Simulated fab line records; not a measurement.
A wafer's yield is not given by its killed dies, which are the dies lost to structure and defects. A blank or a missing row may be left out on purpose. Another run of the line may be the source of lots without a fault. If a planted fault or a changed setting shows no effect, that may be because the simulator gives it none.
The tool behind it: which one? :: flow n5_finfet :: 36 wafers from 12 lots sampled at 3 of the route's 1938 steps

## WHAT THE GAUGES SHOWED, per wafer
N5_BEOL_M7_INSPECT_58: inspects for defects (darkfield).
lot: L076
measured: day 10 13:31
on: defect_inspect-02
raw_defect_count: 85 91 95

lot: L079
measured: day 10 17:20
on: defect_inspect-02
raw_defect_count: 75 114 81

lot: L078
measured: day 11 01:37
on: defect_inspect-02
raw_defect_count: 111 80 139

lot: L081
measured: day 11 21:34
on: defect_inspect-02
raw_defect_count: 89 48 53

lot: L085
measured: day 12 21:15
on: defect_inspect-02
raw_defect_count: 98 52 109

lot: L086
measured: day 14 08:09
on: defect_inspect-01
raw_defect_count: 46 58 81

lot: L083
measured: day 14 22:56
on: defect_inspect-01
raw_defect_count: 86 48 64

lot: L088
measured: day 15 04:29
on: defect_inspect-01
raw_defect_count: 50 50 78

lot: L093
measured: day 15 20:55
on: defect_inspect-01
raw_defect_count: 81 59 59

lot: L094
measured: day 16 08:26
on: defect_inspect-01
raw_defect_count: 59 55 48

lot: L097
measured: day 16 19:38
on: defect_inspect-02
raw_defect_count: 103 101 95

lot: L096
measured: day 17 09:59
on: defect_inspect-02
raw_defect_count: 74 64 114

## TOOL THAT RAN EACH LOT (tool first, then ch and the chambers of the sampled wafers, then the start)
lot: L076
N5_BEOL_M7_VIA_ETCH_34: rie_diel-06 ch 0,2,3, day 10 09:02
N5_BEOL_M7_PRE_CLEAN_45: pvd_sputter-01, day 10 11:46

lot: L079
N5_BEOL_M7_VIA_ETCH_34: rie_diel-03 ch 0,1,3, day 10 12:46
N5_BEOL_M7_PRE_CLEAN_45: pvd_sputter-01, day 10 15:38

lot: L078
N5_BEOL_M7_VIA_ETCH_34: rie_diel-06 ch 0,1,3, day 10 22:38
N5_BEOL_M7_PRE_CLEAN_45: pvd_sputter-01, day 11 00:02

lot: L081
N5_BEOL_M7_VIA_ETCH_34: rie_diel-06 ch 0,1,2, day 11 19:04
N5_BEOL_M7_PRE_CLEAN_45: pvd_sputter-03, day 11 19:54

lot: L085
N5_BEOL_M7_VIA_ETCH_34: rie_diel-03 ch 2,3, day 12 17:58
N5_BEOL_M7_PRE_CLEAN_45: pvd_sputter-02, day 12 19:04

lot: L086
N5_BEOL_M7_VIA_ETCH_34: rie_diel-06 ch 1,2,3, day 14 03:40
N5_BEOL_M7_PRE_CLEAN_45: pvd_sputter-01, day 14 04:47

lot: L083
N5_BEOL_M7_VIA_ETCH_34: rie_diel-06 ch 0,1, day 14 18:18
N5_BEOL_M7_PRE_CLEAN_45: pvd_sputter-03, day 14 19:28

lot: L088
N5_BEOL_M7_VIA_ETCH_34: rie_diel-03 ch 1,2,3, day 15 00:10
N5_BEOL_M7_PRE_CLEAN_45: pvd_sputter-03, day 15 01:02

lot: L093
N5_BEOL_M7_VIA_ETCH_34: rie_diel-03 ch 0,1,2, day 15 17:43
N5_BEOL_M7_PRE_CLEAN_45: pvd_sputter-02, day 15 18:40

lot: L094
N5_BEOL_M7_VIA_ETCH_34: rie_diel-06 ch 0,2,3, day 16 05:18
N5_BEOL_M7_PRE_CLEAN_45: pvd_sputter-03, day 16 06:28

lot: L097
N5_BEOL_M7_VIA_ETCH_34: rie_diel-02 ch 0,1, day 16 15:30
N5_BEOL_M7_PRE_CLEAN_45: pvd_sputter-02, day 16 18:05

lot: L096
N5_BEOL_M7_VIA_ETCH_34: rie_diel-03 ch 0,2,3, day 17 06:27
N5_BEOL_M7_PRE_CLEAN_45: pvd_sputter-02, day 17 07:55
- N5_BEOL_M7_VIA_ETCH_34: etches SiCOH lowk in C4F6/O2, target depth 125.5 nm, time 50.5 s.
- N5_BEOL_M7_PRE_CLEAN_45: time 30 s.

## THE ANSWER, worked out from the rows above alone
Rule: the lots themselves supply what counts as usual. Put in order of their means at a reading, lots are off if they are a third of the lots or fewer, leave a main group of 4 or more, and stand apart from it by a gap of 3 or more times the standard deviation of the main group's means; of several such gaps the widest counts. If all means in a main group match to the digits the tables above print for the reading, that group is not used. Also off: a lot with no number at a reading for which 4 or more lots have one. Any other lot the step has rows for is counted as sound.
Across all readings shown, no lot is off: no conclusion can be drawn from this.

## WHAT WAS PUT IN BY THE SIMULATOR
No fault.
